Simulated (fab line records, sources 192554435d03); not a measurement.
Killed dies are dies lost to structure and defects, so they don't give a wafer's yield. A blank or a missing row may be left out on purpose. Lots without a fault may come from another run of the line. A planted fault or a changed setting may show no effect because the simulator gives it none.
A struck lot beside a sound one | flow n5_finfet | 20 steps out of a route of 1938
Sound: wafers L685.2, L685.4, L685.5. Struck: wafer L689.4. (L689.1, L689.6 of the same lot were not struck and are left out.) The cause comes at the end.
At each step with rows: each side's tool, then ch and its chambers, then its first start. Under that, the readings that differ: sound wafers | struck wafers | difference of the means | sigmas: that difference in standard deviations of wafers without a fault.
alike: readings whose means differ by less than 2 such deviations, and words and numbers that are the same on both sides. not compared: withheld readings, readings that some wafer has no value for, bounds like >300 that may hide the same value, and numbers for which the record gives no deviation and whose values overlap.
The two part at a step that has a row with sigmas, a row that says differs or no value, or rows on one side only. Numbers that don't overlap but have no deviation are shown without sigmas and don't part them. A reading that every wafer of one side lacks parts them only if that side has two wafers or more.

N5_BEOL_M12_ETCH_67: etches SiARC in CF4, target depth 143 nm, time 238.3 s.
  sound on rie_diel-06 ch 2,3, day 11 20:13; struck on rie_diel-06 ch 2, day 11 23:09
  alike: cf4_flow_sccm, chamber_pressure_mTorr, drypump_motor_current_A, etch_rf_on_time_s, oes_product_au, rf_vpp_V, showerhead_plenum_p_Torr, throttle_valve_pct
  not compared: rf_hours_counter_h
then, 4 steps without rows for these wafers: N5_BEOL_M12_ETCH_68 (etches SOC in N2/H2, time 285 s); N5_BEOL_M12_STRIP_69 (strips in N2/H2); N5_BEOL_M12_TRENCH_ETCH_34 (etches SiOC in C4F8/O2/Ar, target depth 318.95 nm, time 125.5 s); N5_BEOL_M12_STRIP_70 (strips in C4F8/O2/Ar).
N5_BEOL_M12_OCD_MEAS_35:
  sound on ocd-02, day 11 20:42; struck on ocd-02, day 11 23:38
  alike: trench_depth_nm
N5_BEOL_M12_STRIP_37: strips in N2/H2.
  sound on plasma_asher-02 ch 0,1, day 11 20:44; struck on plasma_asher-01 ch 1, day 11 23:40
  reading            | sound       | struck | difference | sigmas
  heater_power_w (W) | 374 362 367 | 322    | -46        | -2
  alike: drypump_motor_current_A, oes_product_au
  not compared: rf_hours_counter_h
then, 3 steps without rows for these wafers: N5_BEOL_M12_ETCH_38 (etches SiCN in CF4/N2, target depth 68.7 nm, time 73.4 s); N5_BEOL_M12_PRECLEAN_39 (cleans in residue remover, time 60 s); N5_BEOL_M12_SRD_40 (time 30 s, dry time 30 s).
N5_BEOL_M12_DEGAS_41: time 60 s.
  sound on pvd_sputter-03, day 12 01:22; struck on pvd_sputter-03, day 12 02:20
  alike: heater_power_w
N5_BEOL_M12_PRE_CLEAN_42: time 30 s.
  sound on pvd_sputter-03, day 12 01:24; struck on pvd_sputter-03, day 12 02:23
  alike: heater_power_w
N5_BEOL_M12_SPUTTER_43: material TaN, target thk 15 nm, time 24.19 s.
  sound on pvd_sputter-03, day 12 01:26; struck on pvd_sputter-03, day 12 02:25
  reading                                      | sound        | struck | difference | sigmas
  model.TaN_of_BEOL_M12_SPUTTER_43.thk_nm (nm) | 15.2 15 14.8 | 7.8    | -7.2       |
  alike: throttle_valve_pct
then, 1 step without rows for these wafers: N5_BEOL_M12_SPUTTER_44 (material Ta, target thk 10 nm, time 16.13 s).
N5_BEOL_M12_SPUTTER_45: material Cu, target thk 80 nm, time 13.33 s.
  sound on pvd_sputter-03, day 12 01:36; struck on pvd_sputter-03, day 12 02:35
  alike: throttle_valve_pct
then, 2 steps without rows for these wafers: N5_BEOL_M12_ECD_47 (material Cu, target thk 720 nm); N5_BEOL_M12_ANNEAL_48 (time 90 s).
N5_BEOL_M12_CMP_49: polishes, stops on SiOC, t overpolish 20.6 s, target thk 320 nm.
  sound on cmp-02 ch 0,1, day 12 03:19; struck on cmp-04 ch 2, day 12 04:22
  reading                      | sound          | struck | difference | sigmas
  barrier_field_endpoint_s (s) | 31.0 32.9 32.7 | 21.4   | -10.8      | -10
  alike: edge_zone_pressure_frac, motor_current_A, platen_rpm
  not compared: pad_life_wafers
N5_BEOL_M12_THK_MEAS_50: measures by xrf.
  sound on film_metro-01, day 12 03:37; struck on film_metro-01, day 12 04:38
  alike: M12_THK
N5_PASSIVATION_PROBE_49:
  the record has rows for the struck wafers here (prober-01, day 13 18:25) and none for the sound ones

WHERE THEY PART
First at N5_BEOL_M12_STRIP_37; last, within this record, at N5_PASSIVATION_PROBE_49.

WHY: what the simulator had put in
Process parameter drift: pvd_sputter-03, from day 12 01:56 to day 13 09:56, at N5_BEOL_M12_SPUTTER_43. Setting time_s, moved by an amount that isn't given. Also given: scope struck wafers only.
